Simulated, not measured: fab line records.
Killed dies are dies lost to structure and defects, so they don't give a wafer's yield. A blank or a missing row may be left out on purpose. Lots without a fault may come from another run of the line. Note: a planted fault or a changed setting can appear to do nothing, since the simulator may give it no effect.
fab line records    flow nand-harc
[record] lots = 6  wafers = 18  last-day = 24
route steps=1159 shown P_M2@330 END@1159
lots untouched by any fault: they come from a run of this same line in which no faults occurred
start-h: the number of hours between the record's first day and the start of the first shown wafer of the lot    wait-h: hours since the lot's step before    " same as the row above    L1.1+2: a row that stands for several wafers    - value missing, or start not given    * or withheld: withheld    < > ~ a bound
route shown NAME@n: NAME is a module with steps in the file, n the number in the route of the first one    usual: mean/standard deviation taken from wafers without a fault    same: alike in all rows    chamber/n: place in a boat    sites: the reading at each site    _std_site: standard deviation across them    _edge_site: mean of outer sites minus mean of inner sites    radius-mm: for every site, how far away it sits from the centre of the wafer    mask NAME#n: copy n    behind: the tool/chamber that last shaped the wafer    hold: why the lot was held/for how many hours/how that ended    device: whichever transistor did not switch (one of n, p or np)    end of line: the same wafers' tests at the end of the route    a step given without rows: its recipe and nothing more    killed: the dies lost at the first sort to structure and to defects; this is not the yield of the wafer    map: a wafer's dies, marking killed ones x, the rest . and places with no die _
set.NAME: the setting the step ran with; set.NAME@STEP: the setting that earlier step ran with    model.NAME: the simulator's own value behind a step, which no gauge read
a table for each step, a row for each wafer; lots at some steps of the route
services: when a tool's chamber went out of use (start-h, in hours from the record's first day, below 0 if earlier), for how many hours, and the reason
[[steps]]
[step NHARC_P_M2_INSPECT_11]
[usual] raw-defect-count = 3.9/2
lot.wafer  tool               chamber  start-h  wait-h  raw-defect-count
L274.2     defect-inspect-02  -        155.11   0.0     3
L274.4     "                  -        "        "       3
L274.6     "                  -        "        "       0
L277.3     defect-inspect-02  -        176.98   0.0     3
L277.5     "                  -        "        "       4
L277.6     "                  -        "        "       2
L281.2     defect-inspect-01  -        202.74   0.0     4
L281.4     "                  -        "        "       1
L281.6     "                  -        "        "       4
L282.1     defect-inspect-01  -        203.78   0.0     5
L282.4     "                  -        "        "       6
L282.6     "                  -        "        "       2
L280.1     defect-inspect-02  -        206.65   0.0     4
L280.2     "                  -        "        "       2
L280.6     "                  -        "        "       3
L291.1     defect-inspect-02  -        254.79   0.0     2
L291.2     "                  -        "        "       4
L291.6     "                  -        "        "       1
[step NHARC_P_M2_DESCUM_14]
[recipe] time-s = 3  o2-flow-sccm = 200  ar-flow-sccm = 0  bias-power-w = 0  chemistry = O2
[step NHARC_P_M2_ETCH_35]
[recipe] target-depth-a = 400  overetch-a = 120  time-s = 43.94  ion-energy-ev = 200  n2-flow-sccm = 150  h2-flow-sccm = 150  ar-flow-sccm = 0  rf-w = 400  bias-w = 150  chemistry = N2/H2
[usual] drypump-motor-current-A = 5.6/0.39  oes-product-au = 0.999/0.01  rf-fwd-power-W = 395.1/1.7  rf-vpp-V = 430.3/2.7  showerhead-plenum-p-Torr = 2.03/0.088  throttle-valve-pct = 14.171/0.0092
lot.wafer  tool         chamber  start-h  wait-h  drypump-motor-current-A  oes-product-au  rf-fwd-power-W  rf-hours-counter-h  rf-vpp-V  showerhead-plenum-p-Torr  throttle-valve-pct
L274.2     rie-diel-03  1        155.25   0.1     5.8                      1.006           395.2           4                   432.4     2.13                      14.165
L274.4     "            2        "        "       5.6                      0.985           393.8           4                   428.8     1.93                      14.173
L274.6     "            2        "        "       5.5                      0.989           394.4           -                   427.9     1.93                      14.163
L277.3     rie-diel-03  1        177.16   0.1     5.7                      1.014           398.1           5                   432.8     2.12                      14.166
L277.6     "            2        "        "       5.6                      0.991           393.4           -                   429.0     1.93                      14.178
L277.5     "            3        "        "       5.6                      0.999           397.1           -                   433.1     2.11                      14.165
L281.2     rie-diel-03  1        202.92   0.1     5.7                      0.994           397.4           5                   433.9     2.12                      14.160
L281.4     "            2        "        "       5.5                      0.988           394.5           -                   427.0     1.93                      14.181
L281.6     "            3        "        "       5.6                      0.999           393.8           -                   431.2     2.11                      14.187
L282.4     rie-diel-05  2        203.93   0.1     6.6                      0.989           394.5           6                   429.1     1.94                      14.158
L282.1     "            1        "        "       5.2                      1.000           395.7           7                   427.7     1.92                      14.160
L282.6     "            3        "        "       5.7                      0.992           395.3           -                   433.5     2.14                      14.165
L280.1     rie-diel-03  1        206.80   0.1     5.7                      1.001           395.9           6                   433.0     2.12                      14.169
L280.2     "            3        "        "       5.6                      0.987           396.2           6                   433.1     2.11                      14.175
L280.6     "            2        "        "       5.5                      1.001           393.1           -                   427.9     1.93                      14.184
L291.2     rie-diel-02  1        254.94   0.1     6.0                      0.997           388.7           40                  430.8     2.04                      14.154
L291.1     "            3        "        "       5.9                      1.005           398.8           37                  432.3     2.09                      14.160
L291.6     "            0        "        "       6.4                      1.008           394.9           -                   426.5     1.91                      14.164
[step NHARC_P_M2_ETCH_15]
[recipe] target-depth-a = 1825  time-s = 91.2  c4f8-flow-sccm = withheld  ar-flow-sccm = 400  rf-w = 600  bias-w = 300  chemistry = C4F8/Ar
[step NHARC_P_M2_CD_MEAS_16]
[usual] cd-nm = 169.9/0.78
lot.wafer  tool       chamber  start-h  wait-h  cd-nm
L274.2     cd-sem-03  -        155.47   -       170.6
L274.4     "          -        "        "       170.0
L274.6     "          -        "        "       169.9
L277.3     cd-sem-01  -        177.36   -       171.0
L277.5     "          -        "        "       170.1
L277.6     "          -        "        "       169.5
L281.2     cd-sem-03  -        203.15   -       169.4
L281.4     "          -        "        "       169.4
L281.6     "          -        "        "       169.0
L282.1     cd-sem-02  -        204.16   -       169.1
L282.4     "          -        "        "       170.1
L282.6     "          -        "        "       169.4
L280.1     cd-sem-02  -        207.02   -       172.0
L280.2     "          -        "        "       170.2
L280.6     "          -        "        "       169.2
L291.1     cd-sem-02  -        255.16   -       169.0
L291.2     "          -        "        "       170.6
L291.6     "          -        "        "       169.6
[step NHARC_P_M2_STRIP_18]
[recipe] power-w = 1000  n2-flow-sccm = 150  h2-flow-sccm = 150  ar-flow-sccm = 0  bias-w = 0  chemistry = N2/H2
[usual] drypump-motor-current-A = 5.7/0.41  oes-product-au = 0.999/0.0096  rf-fwd-power-W = 996.7/2.9  rf-vpp-V = 90.6/1.1  showerhead-plenum-p-Torr = 2.03/0.092  throttle-valve-pct = 14.172/0.0093
lot.wafer  tool         chamber  start-h  wait-h  drypump-motor-current-A  oes-product-au  rf-fwd-power-W  rf-hours-counter-h  rf-vpp-V  showerhead-plenum-p-Torr  throttle-valve-pct
L274.2     rie-diel-03  3        155.57   0.1     5.7                      1.003           999.9           4                   91.8      2.11                      14.177
L274.4     "            1        "        "       5.8                      1.003           997.9           4                   90.1      2.13                      14.164
L274.6     "            2        "        "       5.6                      1.000           997.6           -                   91.3      1.93                      14.162
L277.3     rie-diel-02  2        177.50   0.1     5.4                      1.017           998.3           7                   91.4      2.15                      14.163
L277.6     "            1        "        "       6.0                      1.007           993.8           -                   90.7      2.05                      14.173
L277.5     "            2        "        "       5.4                      1.023           994.8           -                   91.7      2.15                      14.174
L281.4     rie-diel-05  2        203.28   0.1     6.6                      0.990           996.4           6                   90.3      1.94                      14.179
L281.2     "            3        "        "       5.7                      0.981           1000.1          7                   92.6      2.14                      14.169
L281.6     "            0        "        "       5.9                      0.993           994.1           -                   90.9      1.91                      14.188
L282.1     rie-diel-03  1        204.30   0.1     5.8                      1.009           995.4           6                   91.5      2.12                      14.185
L282.6     "            2        "        "       5.5                      0.998           990.9           -                   90.8      1.93                      14.163
L282.4     "            1        "        "       5.7                      0.997           998.2           -                   91.8      2.12                      14.175
L280.1     rie-diel-03  2        207.10   0.1     5.6                      0.988           998.7           6                   91.3      1.93                      14.169
L280.2     "            0        "        "       4.9                      1.008           997.0           6                   90.5      1.98                      14.163
L280.6     "            2        "        "       5.6                      0.992           997.8           -                   90.2      1.93                      14.170
L291.2     rie-diel-05  3        255.24   0.1     5.7                      0.990           998.3           16                  91.0      2.13                      14.187
L291.1     "            1        "        "       5.2                      0.996           1002.2          17                  88.4      1.92                      14.170
L291.6     "            0        "        "       5.8                      1.012           992.9           -                   90.4      1.91                      14.167
[step NHARC_P_M2_ETCH_28]
[recipe] target-depth-a = 300  over-etch-frac = 0.3  time-s = 72.99  ion-energy-ev = 150  cf4-flow-sccm = 50  n2-flow-sccm = 100  ar-flow-sccm = 150  rf-w = 300  bias-w = 100  chemistry = CF4/N2
[step NHARC_P_M2_STRIP_19]
[recipe] time-s = 600  temp-c = 30  chemistry = post-etch-residue-remover
[step NHARC_P_M2_DEGAS_29]
[recipe] temp-c = 250  time-s = 60
[step NHARC_P_M2_PRE_CLEAN_30]
[recipe] time-s = 30  temp-c = 280  gas = H2/He
[usual] heater-power-w = 381/31  susceptor-temp-C = 280.01/0.19
lot.wafer  tool            chamber  start-h  wait-h  heater-power-w  susceptor-temp-C
L274.4     pvd-sputter-02  -        -        -       338             280.31
L274.2     "               -        "        "       400             279.91
L274.6     "               -        "        "       339             280.04
L277.3     pvd-sputter-02  -        -        -       362             280.44
L277.6     "               -        "        "       377             280.11
L277.5     "               -        "        "       400             279.82
L281.2     pvd-sputter-01  -        -        -       418             279.80
L281.4     "               -        "        "       396             279.93
L281.6     "               -        "        "       431             279.78
L282.4     pvd-sputter-03  -        -        -       402             279.88
L282.1     "               -        "        "       361             280.02
L282.6     "               -        "        "       398             280.07
L280.1     pvd-sputter-03  -        -        -       389             279.72
L280.2     "               -        "        "       366             279.76
L280.6     "               -        "        "       332             279.77
L291.1     pvd-sputter-03  -        -        -       366             -
L291.2     "               -        "        "       398             -
L291.6     "               -        "        "       331             -
[step NHARC_P_M2_PVD_20]
[recipe] target-thk-a = 50  bias-v = 168.6  power-w = 15000  chamber-pressure-pa = 0.12  time-s = 8.06  substrate-temp-c = 50  material = TaN
[usual] cathode-dc-power-W = 15000/2.4  throttle-valve-pct = 29.7/0.85
lot.wafer  tool            chamber  start-h  wait-h  cathode-dc-power-W  throttle-valve-pct
L274.2     pvd-sputter-02  -        -        -       15005               29.9
L274.4     "               -        "        "       14998               29.0
L274.6     "               -        "        "       14996               28.9
L277.3     pvd-sputter-02  -        -        -       15000               29.5
L277.6     "               -        "        "       14999               29.7
L277.5     "               -        "        "       14997               29.5
L281.4     pvd-sputter-01  -        -        -       14998               30.1
L281.2     "               -        "        "       15000               30.5
L281.6     "               -        "        "       15001               29.0
L282.4     pvd-sputter-03  -        -        -       15000               31.0
L282.1     "               -        "        "       15000               28.7
L282.6     "               -        "        "       15002               30.9
L280.1     pvd-sputter-03  -        -        -       15000               31.0
L280.2     "               -        "        "       15001               28.3
L280.6     "               -        "        "       15002               30.9
L291.2     pvd-sputter-03  -        -        -       15002               28.7
L291.1     "               -        "        "       14999               31.0
L291.6     "               -        "        "       15002               28.5
[step NHARC_P_M2_PVD_21]
[recipe] target-thk-a = 300  chamber-pressure-pa = 5  power-w = 5000  substrate-temp-c = 30  time-s = 20.49  material = Cu
[usual] cathode-dc-power-W = 5000.1/0.88  throttle-valve-pct = 29.7/0.88
lot.wafer  tool            chamber  start-h  wait-h  cathode-dc-power-W  throttle-valve-pct
L274.2     pvd-sputter-02  -        -        -       5000.7              30.5
L274.4     "               -        "        "       4998.8              29.7
L274.6     "               -        "        "       5000.0              29.8
L277.3     pvd-sputter-02  -        -        -       4999.8              29.6
L277.6     "               -        "        "       5002.3              30.0
L277.5     "               -        "        "       4999.5              29.7
L281.4     pvd-sputter-01  -        -        -       5000.4              30.3
L281.2     "               -        "        "       4999.4              30.4
L281.6     "               -        "        "       4999.2              28.5
L282.1     pvd-sputter-03  -        -        -       4998.9              30.8
L282.4     "               -        "        "       4999.2              28.7
L282.6     "               -        "        "       4999.9              30.7
L280.1     pvd-sputter-03  -        -        -       5000.8              31.0
L280.2     "               -        "        "       5000.1              31.1
L280.6     "               -        "        "       5000.5              30.8
L291.1     pvd-sputter-03  -        -        -       4999.3              28.6
L291.2     "               -        "        "       5000.7              30.8
L291.6     "               -        "        "       5000.0              28.5
[step NHARC_P_M2_ECD_22]
[recipe] target-thk-a = 4000  bath-temp-c = 25  material = Cu
[usual] bath-temp-c = 24.99/0.1
lot.wafer  tool       chamber  start-h  wait-h  bath-temp-c
L274.2     ecd-cu-02  0        156.59   -       24.90
L274.4     "          0        "        "       25.02
L274.6     "          1        "        "       25.11
L277.3     ecd-cu-01  1        178.70   -       25.10
L277.5     "          1        "        "       25.01
L277.6     "          0        "        "       24.85
L281.2     ecd-cu-02  0        204.31   -       24.93
L281.4     "          0        "        "       25.04
L281.6     "          1        "        "       24.95
L282.1     ecd-cu-02  1        205.35   -       24.85
L282.4     "          1        "        "       24.91
L282.6     "          1        "        "       24.88
L282.1     ecd-cu-02  1        206.07   0.7     24.97
L282.4     "          1        "        "       24.93
L282.6     "          1        "        "       24.93
L280.1     ecd-cu-01  0        208.10   -       25.14
L280.2     "          1        "        "       25.17
L280.6     "          1        "        "       24.98
L291.1     ecd-cu-02  0        256.36   -       24.96
L291.2     "          1        "        "       24.92
L291.6     "          1        "        "       25.11
L291.1     ecd-cu-02  0        257.02   0.6     25.07
L291.2     "          1        "        "       24.84
L291.6     "          1        "        "       25.13
[step NHARC_P_M2_ANNEAL_31]
[recipe] temp-c = 225  time-s = 90
[step NHARC_P_M2_CMP_23]
[recipe] t-overpolish-s = 20  target-thk-nm = 144.3
[usual] edge-zone-pressure-frac = 1.000/0.0049  motor-current-A = 11.8/0.93  time-to-endpoint-s = 28.7/2.4
lot.wafer  tool    chamber  start-h  wait-h  edge-zone-pressure-frac  motor-current-A  time-to-endpoint-s
L274.4     cmp-02  2        157.29   -       1.001                    11.3             27.3
L274.2     "       0        "        "       1.004                    13.3             25.4
L274.6     "       2        "        "       1.000                    11.3             29.7
L277.3     cmp-01  0        179.37   -       1.005                    12.0             28.0
L277.5     "       2        "        "       0.994                    11.1             30.2
L277.6     "       3        "        "       1.002                    11.1             27.0
L281.4     cmp-01  3        205.01   -       1.003                    12.1             22.6
L281.2     "       0        "        "       0.996                    13.0             24.7
L281.6     "       3        "        "       1.010                    12.3             25.6
L282.1     cmp-01  3        206.82   -       0.993                    11.8             53.7
L282.4     "       1        "        "       1.004                    12.2             60.0
L282.6     "       0        "        "       1.003                    12.8             54.6
L280.1     cmp-04  3        208.84   -       0.999                    10.8             26.6
L280.2     "       2        "        "       1.001                    12.8             29.4
L280.6     "       0        "        "       0.999                    12.6             30.0
L291.2     cmp-02  2        258.11   -       0.997                    11.5             54.9
L291.1     "       1        "        "       0.997                    12.4             58.7
L291.6     "       3        "        "       0.997                    10.6             54.9
[step NHARC_P_M2_THK_MEAS_24]
[recipe] thk-meas-gauge = xrf
[usual] thk-nm = 144.3/1.4
lot.wafer  tool           chamber  start-h  wait-h  thk-nm
L274.2     film-metro-02  -        157.58   -       143.5
L274.4     "              -        "        "       141.4
L274.6     "              -        "        "       142.1
L277.3     film-metro-01  -        179.63   -       144.9
L277.5     "              -        "        "       145.1
L277.6     "              -        "        "       145.4
L281.2     film-metro-02  -        205.30   -       144.6
L281.4     "              -        "        "       144.5
L281.6     "              -        "        "       144.9
L282.1     film-metro-02  -        207.14   -       142.9
L282.4     "              -        "        "       146.0
L282.6     "              -        "        "       143.4
L280.1     film-metro-02  -        209.15   -       142.6
L280.2     "              -        "        "       142.3
L280.6     "              -        "        "       144.7
L291.1     film-metro-02  -        258.43   -       143.6
L291.2     "              -        "        "       141.4
L291.6     "              -        "        "       145.8
[step NHARC_END_SORT_01]
[recipe] temp-c = 25
[usual] defect-limited-yield = 95.4/1.7  killed-at-array = 27/11  killed-at-other = 0.6/0.89  killed-at-periphery = 3.0/2.4  killed-dies = 31/12  killed-open = 3.2/1.6  killed-short = 2.0/1.5  sort_bin_2_pct = 1.5/0.69  sort_bin_3_pct = 0.23/0.22  sort_bin_4_pct = 2.9/1.1  sort-n-pass = 646/12  sort-rim-yield-pct = 94/3.3  sort-yield-pct = 95.4/1.7
[same] gross-dies = 677  sort_bin_5_pct[%] = 0  sort_bin_6_pct[%] = 0  sort_bin_7_pct[%] = 0  sort_bin_8_pct[%] = 0  sort-rim-n-gross = 106.00
lot.wafer  tool       chamber  start-h  wait-h  defect-limited-yield[%]  killed-at-array  killed-at-other  killed-at-periphery  killed-dies  killed-open  killed-short  sort_bin_2_pct[%]  sort_bin_3_pct[%]  sort_bin_4_pct[%]  sort-n-pass  sort-rim-yield-pct[%]  sort-yield-pct[%]
L274.2     prober-01  0        480.82   2.8     97.6                     14               0                2                    16           5            1             0.9                0                  1.5                661          96                     97.6
L274.4     prober-01  0        482.42   3.4     96.5                     21               0                3                    24           3            4             1.0                0                  2.5                653          97                     96.5
L274.6     prober-01  0        484.03   4.0     97.3                     16               0                2                    18           4            1             1.0                0.15               1.5                659          98                     97.3
L282.1     prober-02  0        506.58   2.5     93.6                     41               0                2                    43           4            1             1.6                0.44               4.3                634          92                     93.6
L282.4     prober-02  0        509.00   3.4     93.8                     40               0                2                    42           4            2             2.4                0                  3.8                635          96                     93.8
L282.6     prober-02  0        510.62   4.0     93.9                     40               0                1                    41           1            2             1.9                0.44               3.7                636          91                     93.9
L280.1     prober-02  0        524.76   2.5     97.5                     15               0                2                    17           8            1             0.6                0                  1.9                660          96                     97.5
L280.2     prober-02  0        525.56   2.8     98.1                     9                2                2                    13           3            3             0.1                0                  1.8                664          97                     98.1
L280.6     prober-02  0        528.73   4.0     97.3                     14               0                4                    18           3            0             0.7                0                  1.9                659          95                     97.3
L281.2     prober-01  0        525.41   2.8     96.2                     22               0                4                    26           2            1             1.3                0.44               2.1                651          95                     96.2
L281.4     prober-01  0        527.03   3.4     94.8                     35               0                0                    35           4            4             2.1                0.74               2.4                642          94                     94.8
L281.6     prober-01  0        528.64   4.0     96.5                     23               1                0                    24           2            1             1.8                0                  1.8                653          97                     96.5
L291.1     prober-01  0        575.73   2.5     96.9                     17               0                4                    21           3            3             1.0                0.30               1.8                656          96                     96.9
L291.2     prober-01  0        576.53   2.8     97.0                     17               0                3                    20           1            0             1.2                0                  1.8                657          97                     97.0
L291.6     prober-01  0        579.70   4.0     97.0                     19               0                1                    20           4            2             0.9                0.59               1.5                657          98                     97.0
// killed by level:class
L274.2 A_CONTACT:chamber-film-flake=3 A_CONTACT:geometric-particle:open=2 A_CHANNEL_HOLE_D1:chamber-film-flake=2 A_STAIRCASE:chamber-film-flake=2 P_M1:geometric-particle:open=1 A_SGD_CUT:geometric-particle:open=1 A_SGD_CUT:geometric-particle:short=1 A_M0:geometric-particle:open=1
L274.4 A_STAIRCASE:chamber-film-flake=7 A_CHANNEL_HOLE_D1:chamber-film-flake=5 A_CONTACT:geometric-particle:open=3 A_CONTACT:chamber-film-flake=2 P_M0:geometric-particle:short=1 A_CHANNEL_HOLE_D1:geometric-particle:short=1 A_WL_FILL:geometric-particle:short=1 A_CONTACT:geometric-particle:short=1
L274.6 A_CONTACT:chamber-film-flake=5 A_CHANNEL_HOLE_D1:chamber-film-flake=3 A_STAIRCASE:chamber-film-flake=3 A_CONTACT:geometric-particle:open=2 A_WL_FILL:chamber-film-flake=2 P_CONTACT:geometric-particle:open=1 P_M0:geometric-particle:open=1 A_WL_FILL:geometric-particle:short=1
L282.1 A_CHANNEL_HOLE_D1:chamber-film-flake=18 A_SLIT:chamber-film-flake=14 A_SOURCE_PLATE:geometric-particle:open=2 A_BLC:geometric-particle:open=2 P_GATE:chamber-film-flake=2 A_CONTACT:chamber-film-flake=2 A_ONON_D1:geometric-particle:short=1 A_CHANNEL_FILL_D1:chamber-film-flake=1
L282.4 A_CHANNEL_HOLE_D1:chamber-film-flake=12 A_SLIT:chamber-film-flake=12 A_BLC:chamber-film-flake=5 A_STAIRCASE:chamber-film-flake=4 P_M0:geometric-particle:short=1 P_M1:geometric-particle:open=1 A_ONON_D1:geometric-particle:short=1 A_CHANNEL_FILL_D1:geometric-particle:open=1
L282.6 A_SLIT:chamber-film-flake=18 A_CHANNEL_HOLE_D1:chamber-film-flake=12 A_BLC:chamber-film-flake=3 A_WL_FILL:geometric-particle:short=2 A_STAIRCASE:chamber-film-flake=2 A_CONTACT:chamber-film-flake=2 A_SOURCE_PLATE:geometric-particle:open=1 P_STI:chamber-film-flake=1
L280.1 A_CHANNEL_HOLE_D1:chamber-film-flake=4 A_CHANNEL_FILL_D1:geometric-particle:open=2 A_CONTACT:geometric-particle:open=2 A_CONTACT:chamber-film-flake=2 P_M0:geometric-particle:short=1 A_CHANNEL_HOLE_D1:geometric-particle:open=1 A_WL_FILL:geometric-particle:open=1 A_M0:geometric-particle:open=1
L281.2 A_CHANNEL_HOLE_D1:chamber-film-flake=12 A_CONTACT:chamber-film-flake=7 P_ZERO_WELL:chamber-film-flake=2 A_SOURCE_PLATE:geometric-particle:open=1 A_ONON_D1:geometric-particle:short=1 A_CONTACT:geometric-particle:open=1 P_GATE:chamber-film-flake=1 P_M0:chamber-film-flake=1
L280.2 A_CHANNEL_HOLE_D1:chamber-film-flake=3 P_STI:chamber-film-flake=2 STARTING-WAFER:geometric-particle:short=2 A_CHANNEL_HOLE_D1:geometric-particle:open=1 A_CHANNEL_FILL_D1:geometric-particle:open=1 A_CHANNEL_FILL_D1:geometric-particle:short=1 A_M1:geometric-particle:open=1 A_ZERO_WELL:chamber-film-flake=1
L281.4 A_CHANNEL_HOLE_D1:chamber-film-flake=12 A_CONTACT:chamber-film-flake=11 A_SOURCE_PLATE:geometric-particle:open=2 A_CHANNEL_FILL_D1:geometric-particle:short=2 A_WL_FILL:chamber-film-flake=2 A_SGD_CUT:geometric-particle:short=1 A_SLIT:geometric-particle:open=1 A_WL_FILL:geometric-particle:short=1
L281.6 A_CHANNEL_HOLE_D1:chamber-film-flake=14 A_CONTACT:chamber-film-flake=6 A_CONTACT:geometric-particle:open=1 A_M1:geometric-particle:open=1 STARTING-WAFER:geometric-particle:short=1 A_STAIRCASE:chamber-film-flake=1
L280.6 A_CHANNEL_HOLE_D1:chamber-film-flake=6 A_STAIRCASE:chamber-film-flake=3 P_M0:geometric-particle:open=2 P_STI:chamber-film-flake=2 A_CONTACT:chamber-film-flake=2 A_M0:geometric-particle:open=1 A_SLIT:chamber-film-flake=1 A_WL_FILL:chamber-film-flake=1
L291.1 A_CHANNEL_HOLE_D1:chamber-film-flake=8 A_CONTACT:chamber-film-flake=4 P_M0:geometric-particle:open=2 A_WL_FILL:chamber-film-flake=2 P_M0:geometric-particle:short=1 A_ONON_D1:geometric-particle:short=1 A_CHANNEL_HOLE_D1:geometric-particle:short=1 A_CHANNEL_FILL_D1:geometric-particle:open=1
L291.2 A_CHANNEL_HOLE_D1:chamber-film-flake=6 A_CONTACT:chamber-film-flake=5 A_SLIT:chamber-film-flake=3 P_STI:chamber-film-flake=2 A_STAIRCASE:chamber-film-flake=2 P_M1:geometric-particle:open=1 A_ZERO_WELL:chamber-film-flake=1
L291.6 A_CHANNEL_HOLE_D1:chamber-film-flake=4 A_CONTACT:chamber-film-flake=3 A_STAIRCASE:chamber-film-flake=2 P_M2:geometric-particle:open=1 A_SOURCE_PLATE:geometric-particle:open=1 A_CONTACT:geometric-particle:open=1 A_CONTACT:geometric-particle:short=1 A_BLC:geometric-particle:short=1
[[services]]
tool            chamber  start-h  hours  kind
pvd-sputter-03  -        132.23   4.0    repair
cmp-01          -        137.35   0.7    repair
cmp-01          -        143.86   4.0    repair
rie-diel-02     -        150.78   9.0    pm
pvd-sputter-01  -        158.00   10.0   pm
cmp-02          -        158.80   0.5    repair
rie-diel-03     2        158.96   5.5    repair
rie-diel-05     -        160.11   0.2    repair
rie-diel-05     -        163.60   9.0    pm
rie-diel-02     0        166.70   11.0   repair
ecd-cu-02       -        169.64   1.8    repair
cmp-01          -        171.43   2.1    repair
ecd-cu-02       -        178.05   0.6    repair
cmp-01          -        179.63   4.0    pm
ecd-cu-02       -        180.09   8.0    pm
pvd-sputter-03  -        181.42   3.0    repair
pvd-sputter-01  -        195.19   0.7    repair
rie-diel-03     0        196.98   9.2    repair
pvd-sputter-01  -        213.99   1.0    repair
pvd-sputter-02  -        214.05   10.0   pm
rie-diel-05     2        214.35   2.3    repair
rie-diel-03     -        215.30   9.0    pm
rie-diel-05     2        226.33   2.6    repair
rie-diel-03     3        231.43   2.8    repair
[[key]]
[first-sign] step = NHARC_P_M2_ECD_22  reading = visit  direction = added
[effect] step = NHARC_P_M2_CMP_23  reading = time-to-endpoint-s  direction = up  sigmas = 11  usual = *  struck = *
met-at NHARC_P_M2_ECD_22
struck-wafers L282.1,L282.4,L282.6,L291.1,L291.2,L291.6
[fault] kind = repeated-step-whole  tool = ecd-cu-01,ecd-cu-02  chamber = -  onset-h = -  steps = NHARC_P_M2_ECD_22  times = 1  scope = struck-lots-only
